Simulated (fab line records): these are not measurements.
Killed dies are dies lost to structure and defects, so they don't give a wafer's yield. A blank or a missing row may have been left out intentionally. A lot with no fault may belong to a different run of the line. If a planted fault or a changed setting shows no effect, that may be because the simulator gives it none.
The tool behind it: which one?	flow n5Finfet	24 lots with 72 wafers sampled at 6 steps, on a route of 1938 steps

## WHAT THE GAUGES READ, wafer by wafer
N5_BEOL_M0_RS_MEAS_126: a four-point-probe measurement. Usual: M0_RS gives 0.530 ohm/sq (standard deviation 0.019).
lot	measured	on	M0_RS (ohm/sq)	flag
L074	day 6 01:47	filmMetro-02	0.554 0.553 0.521	
L075	day 6 15:11	filmMetro-01	0.572 0.532 0.545	
L076	day 7 04:35	filmMetro-02	0.543 0.547 0.533	
L077	day 7 04:57	filmMetro-01	0.532 0.569 0.535	
L078	day 7 09:28	filmMetro-02	0.562 0.540 0.533	
L079	day 7 14:43	filmMetro-01	0.538 0.561 0.523	
L080	day 7 17:16	filmMetro-01	0.548 0.546 0.529	
L081	day 7 19:17	filmMetro-01	0.536 0.542 0.512	
L082	day 7 21:22	filmMetro-02	0.528 0.527 0.504	
L083	day 8 08:17	filmMetro-01	0.542 0.503 0.509	
L084	day 8 14:22	filmMetro-01	0.557 0.524 0.511	
L085	day 8 22:10	filmMetro-02	0.518 0.488 0.512	
L086	day 9 00:50	filmMetro-02	0.529 0.516 0.491	
L087	day 9 04:54	filmMetro-01	0.542 0.534 0.556	
L088	day 9 11:04	filmMetro-02	0.537 0.514 0.502	
L089	day 9 21:05	filmMetro-02	0.531 0.539 0.525	
L090	day 10 07:01	filmMetro-02	0.524 0.538 0.521	
L091	day 10 09:31	filmMetro-02	0.516 0.520 0.509	
L092	day 10 12:02	filmMetro-01	0.531 0.532 0.537	
L093	day 10 20:01	filmMetro-01	0.532 0.534 0.538	
L095	day 11 09:32	filmMetro-01	0.510 0.501 0.524	
L094	day 11 12:07	filmMetro-02	0.524 0.522 0.515	
L096	day 11 12:02	filmMetro-01	0.539 0.538 0.550	
L097	day 11 16:28	filmMetro-01	0.506 0.493 0.514	

## WHAT TOOL EACH LOT RAN ON (gives the tool, then ch and the chambers of the sampled wafers, and finally the start)
lot	N5_BEOL_M0_CUTY_DESCUM_61	N5_BEOL_M0_CUTY_ETCH_62	N5_BEOL_M0_CUTY_ETCH_63	N5_BEOL_M0_PRE_CLEAN_113	N5_BEOL_M0_DEP_125
L074	rieDiel-05 ch 1,2,3, day 5 20:46	rieDiel-05 ch 1,2,3, day 5 20:49	rieDiel-05 ch 1,2,3, day 5 20:51	pvdSputter-02, day 5 23:19	pecvd-02 ch 0,1, day 6 01:44
L075	rieDiel-06 ch 0,1, day 6 06:10	rieDiel-06 ch 0,1, day 6 06:11	rieDiel-06 ch 0,1, day 6 06:14	pvdSputter-01, day 6 08:49	pecvd-02 ch 0,2, day 6 15:07
L076	rieDiel-01 ch 0,2,3, day 6 22:40	rieDiel-01 ch 0,2,3, day 6 22:43	rieDiel-01 ch 0,2,3, day 6 22:45	pvdSputter-01, day 7 02:02	pecvd-04 ch 0,2, day 7 04:31
L077	rieDiel-05 ch 0,2,3, day 7 01:25	rieDiel-05 ch 0,2,3, day 7 01:27	rieDiel-05 ch 0,2,3, day 7 01:30	pvdSputter-02, day 7 02:31	pecvd-02 ch 0,2, day 7 04:53
L078	rieDiel-05 ch 0,2, day 7 03:14	rieDiel-05 ch 0,2, day 7 03:16	rieDiel-05 ch 0,2, day 7 03:19	pvdSputter-01, day 7 07:18	pecvd-02 ch 0,1,2, day 7 09:24
L079	rieDiel-06 ch 1,2,3, day 7 09:26	rieDiel-06 ch 1,2,3, day 7 09:28	rieDiel-06 ch 1,2,3, day 7 09:31	pvdSputter-03, day 7 11:17	pecvd-04 ch 0,1,2, day 7 14:38
L080	rieDiel-05 ch 0,1,3, day 7 11:20	rieDiel-05 ch 0,1,3, day 7 11:22	rieDiel-05 ch 0,1,3, day 7 11:25	pvdSputter-01, day 7 14:22	pecvd-04 ch 0,2, day 7 17:12
L081	rieDiel-01 ch 0,1,2, day 7 14:08	rieDiel-01 ch 0,1,2, day 7 14:11	rieDiel-01 ch 0,1,2, day 7 14:13	pvdSputter-01, day 7 17:01	pecvd-04 ch 0,1,2, day 7 18:56
L082	rieDiel-01 ch 0,1,3, day 7 17:40	rieDiel-01 ch 0,1,3, day 7 17:43	rieDiel-01 ch 0,1,3, day 7 17:46	pvdSputter-03, day 7 19:21	pecvd-04 ch 0,2, day 7 21:18
L083	rieDiel-05 ch 1,2, day 7 20:41	rieDiel-05 ch 1,2, day 7 20:43	rieDiel-05 ch 1,2, day 7 20:46	pvdSputter-03, day 8 05:14	pecvd-04 ch 0,1, day 8 08:13
L084	rieDiel-05 ch 1,2,3, day 8 07:32	rieDiel-05 ch 1,2,3, day 8 07:34	rieDiel-05 ch 1,2,3, day 8 07:37	pvdSputter-03, day 8 12:17	pecvd-04 ch 0,2, day 8 14:19
L085	rieDiel-01 ch 0,3, day 8 15:29	rieDiel-01 ch 0,3, day 8 15:32	rieDiel-01 ch 0,3, day 8 15:34	pvdSputter-02, day 8 20:11	pecvd-01 ch 0,2, day 8 22:06
L086	rieDiel-01 ch 1,3, day 8 19:22	rieDiel-01 ch 1,3, day 8 19:24	rieDiel-01 ch 1,3, day 8 19:27	pvdSputter-03, day 8 21:19	pecvd-01 ch 0,1,2, day 9 00:46
L087	rieDiel-01 ch 1,2,3, day 8 23:13	rieDiel-01 ch 1,2,3, day 8 23:16	rieDiel-01 ch 1,2,3, day 8 23:18	pvdSputter-02, day 9 02:16	pecvd-04 ch 0,2, day 9 04:50
L088	rieDiel-06 ch 2,3, day 9 03:44	rieDiel-06 ch 2,3, day 9 03:47	rieDiel-06 ch 2,3, day 9 03:49	pvdSputter-03, day 9 08:18	pecvd-02 ch 0,2, day 9 11:00
L089	rieDiel-05 ch 0,1,3, day 9 15:00	rieDiel-05 ch 0,1,3, day 9 15:02	rieDiel-05 ch 0,1,3, day 9 15:05	pvdSputter-03, day 9 19:10	pecvd-02 ch 1,2, day 9 21:01
L090	rieDiel-06 ch 0,2, day 9 23:19	rieDiel-06 ch 0,2, day 9 23:22	rieDiel-06 ch 0,2, day 9 23:24	pvdSputter-01, day 10 02:23	pecvd-02 ch 0,1,2, day 10 06:56
L091	rieDiel-05 ch 0,1,3, day 10 02:46	rieDiel-05 ch 0,1,3, day 10 02:48	rieDiel-05 ch 0,1,3, day 10 02:53	pvdSputter-02, day 10 06:38	pecvd-04 ch 0,2, day 10 09:26
L092	rieDiel-06 ch 0,2,3, day 10 07:18	rieDiel-06 ch 0,2,3, day 10 07:20	rieDiel-06 ch 0,2,3, day 10 07:23	pvdSputter-02, day 10 09:34	pecvd-02 ch 1,2, day 10 11:58
L093	rieDiel-05 ch 0,1, day 10 14:06	rieDiel-05 ch 0,1, day 10 14:08	rieDiel-05 ch 0,1, day 10 14:11	pvdSputter-03, day 10 17:55	pecvd-01 ch 0,2, day 10 19:57
L095	rieDiel-06 ch 2,3, day 11 05:03	rieDiel-06 ch 2,3, day 11 05:05	rieDiel-06 ch 2,3, day 11 05:08	pvdSputter-02, day 11 07:17	pecvd-04 ch 1,2, day 11 09:28
L094	rieDiel-06 ch 1,2,3, day 11 07:05	rieDiel-06 ch 1,2,3, day 11 07:08	rieDiel-06 ch 1,2,3, day 11 07:10	pvdSputter-02, day 11 09:37	pecvd-01 ch 0,2, day 11 12:03
L096	rieDiel-05 ch 1,3, day 11 07:37	rieDiel-05 ch 1,3, day 11 07:39	rieDiel-05 ch 1,3, day 11 07:42	pvdSputter-03, day 11 09:39	pecvd-04 ch 0,1,2, day 11 11:58
L097	rieDiel-05 ch 1,3, day 11 11:59	rieDiel-05 ch 1,3, day 11 12:01	rieDiel-05 ch 1,3, day 11 12:04	pvdSputter-01, day 11 14:21	pecvd-02 ch 0,1,2, day 11 16:23
- N5_BEOL_M0_CUTY_DESCUM_61: chemistry O2, time 7.9 s.
- N5_BEOL_M0_CUTY_ETCH_62: etches SiARC in CF4, time 58.5 s.
- N5_BEOL_M0_CUTY_ETCH_63: etches SOC in N2/H2, target depth 82.7 nm, overetch 16.5 nm, time 124 s.
- N5_BEOL_M0_PRE_CLEAN_113: time 30 s.
- N5_BEOL_M0_DEP_125: deposits SiCN from 3MS/NH3, target thk 8 nm, time 14 s.

## WHAT THE TOOLS THEMSELVES READ (means of the sampled wafers that have a number; where no wafer has one, the mark that the record gives instead)
N5_BEOL_M0_CUTY_DESCUM_61. Usual: drypumpMotorCurrentA 5.7 A, standard deviation 0.46; o2FlowSccm 225.0 sccm, standard deviation 0.66; oesProductAu 0.76 a.u., standard deviation 0.088; rfVppV 243.1 V, standard deviation 1.6; showerheadPlenumPTorr 2.08 Torr, standard deviation 0.11; throttleValvePct 20.48 %, standard deviation 0.14.
lot	tool	drypumpMotorCurrentA (A)	o2FlowSccm (sccm)	oesProductAu (a.u.)	rfVppV (V)	showerheadPlenumPTorr (Torr)	throttleValvePct (%)	flag
L074	rieDiel-05	5.7	224.9	0.71	242.3	2.02	20.56	
L075	rieDiel-06	5.9	225.2	0.75	243.4	2.11	20.62	
L076	rieDiel-01	5.7	224.8	0.74	243.7	2.12	20.32	
L077	rieDiel-05	5.3	224.5	0.73	241.3	1.99	20.46	
L078	rieDiel-05	5.3	225.2	0.74	240.8	1.93	20.52	
L079	rieDiel-06	5.7	224.4	0.73	243.6	2.08	20.56	
L080	rieDiel-05	5.7	224.8	0.84	243.5	2.07	20.50	
L081	rieDiel-01	6.0	225.1	0.74	242.6	2.11	20.36	
L082	rieDiel-01	5.6	225.2	0.75	242.5	2.09	20.37	
L083	rieDiel-05	6.2	224.2	0.89	243.5	2.16	20.53	
L084	rieDiel-05	5.7	225.3	0.80	244.4	2.10	20.48	
L085	rieDiel-01	5.3	225.0	0.74	243.6	2.08	20.34	
L086	rieDiel-01	5.6	224.4	0.71	243.0	2.06	20.41	
L087	rieDiel-01	5.9	224.8	0.69	243.8	2.08	20.39	
L088	rieDiel-06	5.7	224.8	0.76	243.4	2.12	20.54	
L089	rieDiel-05	5.7	225.0	0.81	243.1	2.07	20.53	
L090	rieDiel-06	5.9	224.3	0.74	243.5	2.13	20.62	
L091	rieDiel-05	5.7	225.3	0.80	242.1	2.07	20.55	
L092	rieDiel-06	5.8	225.7	0.74	244.5	2.13	20.59	
L093	rieDiel-05	5.7	225.3	0.81	242.5	2.01	20.59	
L095	rieDiel-06	5.6	225.2	0.71	243.7	2.05	20.55	
L094	rieDiel-06	5.7	225.0	0.79	243.0	2.07	20.45	
L096	rieDiel-05	6.1	225.7	0.85	243.7	2.18	20.55	
L097	rieDiel-05	5.6	224.8	0.77	242.8	2.12	20.51	

N5_BEOL_M0_CUTY_ETCH_62. Usual: drypumpMotorCurrentA 5.7 A, standard deviation 0.46; etchRfOnTimeS 58.8 s, standard deviation 1.3; oesProductAu 0.65 a.u., standard deviation 0.072; rfVppV 184.0 V, standard deviation 1.4; showerheadPlenumPTorr 2.13 Torr, standard deviation 0.097; throttleValvePct 15.69 %, standard deviation 0.16.
lot	tool	drypumpMotorCurrentA (A)	etchRfOnTimeS (s)	oesProductAu (a.u.)	rfVppV (V)	showerheadPlenumPTorr (Torr)	throttleValvePct (%)	flag
L074	rieDiel-05	5.7	59.1	0.60	182.9	2.07	15.80	
L075	rieDiel-06	5.9	59.0	0.63	184.8	2.17	15.83	
L076	rieDiel-01	5.7	58.6	0.63	183.3	2.16	15.52	
L077	rieDiel-05	5.3	59.8	0.62	183.0	2.05	15.74	
L078	rieDiel-05	5.3	60.1	0.63	182.6	2.00	15.77	
L079	rieDiel-06	5.7	58.0	0.63	184.3	2.14	15.78	
L080	rieDiel-05	5.7	58.7	0.71	183.3	2.13	15.70	
L081	rieDiel-01	6.0	58.8	0.63	184.9	2.16	15.62	
L082	rieDiel-01	5.6	59.1	0.64	185.7	2.14	15.64	
L083	rieDiel-05	6.2	58.0	0.77	184.3	2.20	15.66	
L084	rieDiel-05	5.7	58.6	0.68	183.9	2.15	15.67	
L085	rieDiel-01	5.4	59.2	0.63	183.9	2.13	15.56	
L086	rieDiel-01	5.6	59.3	0.61	184.1	2.12	15.75	
L087	rieDiel-01	5.9	58.6	0.60	184.5	2.15	15.74	
L088	rieDiel-06	5.7	58.6	0.64	184.2	2.17	15.72	
L089	rieDiel-05	5.7	58.1	0.69	183.5	2.13	15.74	
L090	rieDiel-06	5.9	59.7	0.62	183.9	2.16	15.63	
L091	rieDiel-05	5.7	57.9	0.68	183.3	2.13	15.75	
L092	rieDiel-06	5.8	59.0	0.63	183.2	2.16	15.70	
L093	rieDiel-05	5.7	58.2	0.68	182.6	2.07	15.81	
L095	rieDiel-06	5.6	58.3	0.61	183.0	2.10	15.74	
L094	rieDiel-06	5.7	57.1	0.68	183.9	2.13	15.68	
L096	rieDiel-05	6.1	57.7	0.73	185.7	2.23	15.71	
L097	rieDiel-05	5.6	58.3	0.66	184.6	2.17	15.73	

N5_BEOL_M0_CUTY_ETCH_63. Usual: drypumpMotorCurrentA 5.7 A, standard deviation 0.46; oesProductAu 0.63 a.u., standard deviation 0.065; rfVppV 523 V, standard deviation 3.3; showerheadPlenumPTorr 2.53 Torr, standard deviation 0.12; throttleValvePct 17.88 %, standard deviation 0.21.
lot	tool	drypumpMotorCurrentA (A)	oesProductAu (a.u.)	rfVppV (V)	showerheadPlenumPTorr (Torr)	throttleValvePct (%)	flag
L074	rieDiel-05	5.7	0.58	521	2.45	17.96	
L075	rieDiel-06	5.8	0.62	524	2.57	18.13	
L076	rieDiel-01	5.7	0.61	524	2.58	17.70	
L077	rieDiel-05	5.3	0.60	521	2.42	17.92	
L078	rieDiel-05	5.4	0.61	519	2.38	18.06	
L079	rieDiel-06	5.7	0.60	524	2.53	17.95	
L080	rieDiel-05	5.7	0.68	523	2.53	17.94	
L081	rieDiel-01	6.0	0.61	525	2.57	17.82	
L082	rieDiel-01	5.6	0.61	524	2.55	17.86	
L083	rieDiel-05	6.2	0.73	525	2.63	17.92	
L084	rieDiel-05	5.7	0.65	523	2.55	17.86	
L085	rieDiel-01	5.4	0.61	523	2.54	17.77	
L086	rieDiel-01	5.6	0.59	523	2.53	17.95	
L087	rieDiel-01	5.9	0.58	524	2.56	17.91	
L088	rieDiel-06	5.7	0.62	525	2.56	17.75	
L089	rieDiel-05	5.7	0.65	523	2.52	17.98	
L090	rieDiel-06	5.9	0.60	524	2.56	17.91	
L091	rieDiel-05	5.7	0.65	523	2.52	18.00	
L092	rieDiel-06	5.8	0.60	525	2.56	17.84	
L093	rieDiel-05	5.7	0.65	522	2.47	18.14	
L095	rieDiel-06	5.7	0.58	523	2.48	17.86	
L094	rieDiel-06	5.7	0.65	523	2.51	17.83	
L096	rieDiel-05	6.1	0.69	527	2.65	17.92	
L097	rieDiel-05	5.6	0.63	525	2.57	17.86	

N5_BEOL_M0_PRE_CLEAN_113. Usual: 318 W for heaterPowerW, sd 32.
lot	tool	heaterPowerW (W)	flag
L074	pvdSputter-02	351	
L075	pvdSputter-01	307	
L076	pvdSputter-01	310	
L077	pvdSputter-02	325	
L078	pvdSputter-01	320	
L079	pvdSputter-03	315	
L080	pvdSputter-01	312	
L081	pvdSputter-01	316	
L082	pvdSputter-03	322	
L083	pvdSputter-03	310	
L084	pvdSputter-03	318	
L085	pvdSputter-02	306	
L086	pvdSputter-03	312	
L087	pvdSputter-02	347	
L088	pvdSputter-03	323	
L089	pvdSputter-03	336	
L090	pvdSputter-01	319	
L091	pvdSputter-02	317	
L092	pvdSputter-02	346	
L093	pvdSputter-03	323	
L095	pvdSputter-02	346	
L094	pvdSputter-02	328	
L096	pvdSputter-03	308	
L097	pvdSputter-01	330	

N5_BEOL_M0_DEP_125. Usual: showerheadPlenumPTorr 3.660 Torr, standard deviation 0.014; throttleValvePct 9.0 %, standard deviation 0.31.
lot	tool	showerheadPlenumPTorr (Torr)	throttleValvePct (%)	flag
L074	pecvd-02	3.676	9.1	
L075	pecvd-02	3.669	8.9	
L076	pecvd-04	3.650	9.2	
L077	pecvd-02	3.667	8.9	
L078	pecvd-02	3.670	8.9	
L079	pecvd-04	3.648	8.9	
L080	pecvd-04	3.647	9.2	
L081	pecvd-04	3.648	9.0	
L082	pecvd-04	3.652	9.2	
L083	pecvd-04	3.659	9.0	
L084	pecvd-04	3.657	9.3	
L085	pecvd-01	3.666	8.9	
L086	pecvd-01	3.658	9.0	
L087	pecvd-04	3.651	9.2	
L088	pecvd-02	3.665	8.8	
L089	pecvd-02	3.674	8.9	
L090	pecvd-02	3.675	9.0	
L091	pecvd-04	3.650	9.3	
L092	pecvd-02	3.675	8.9	
L093	pecvd-01	3.662	9.1	
L095	pecvd-04	3.642	9.1	
L094	pecvd-01	3.660	9.0	
L096	pecvd-04	3.651	9.1	
L097	pecvd-02	3.668	9.0	

## THE ANSWER, worked out from the rows above alone
Rule: a lot is off if the mean of its wafers that have a number lies more than 3 standard deviations from the usual mean. A lot without any number at a reading at which 4 lots or more have one is off too. Any other lot the step has rows for is counted as sound. The gauges are gone through in route order, then the tools' own readings, and for those a lot's mean is taken as printed above. At the first step where some lot is off, the reading lying furthest off is the one used; lots without a number count as furthest.
Nothing can be told from this: no lot is off at any reading shown.

## WHAT WAS PUT IN BY THE SIMULATOR
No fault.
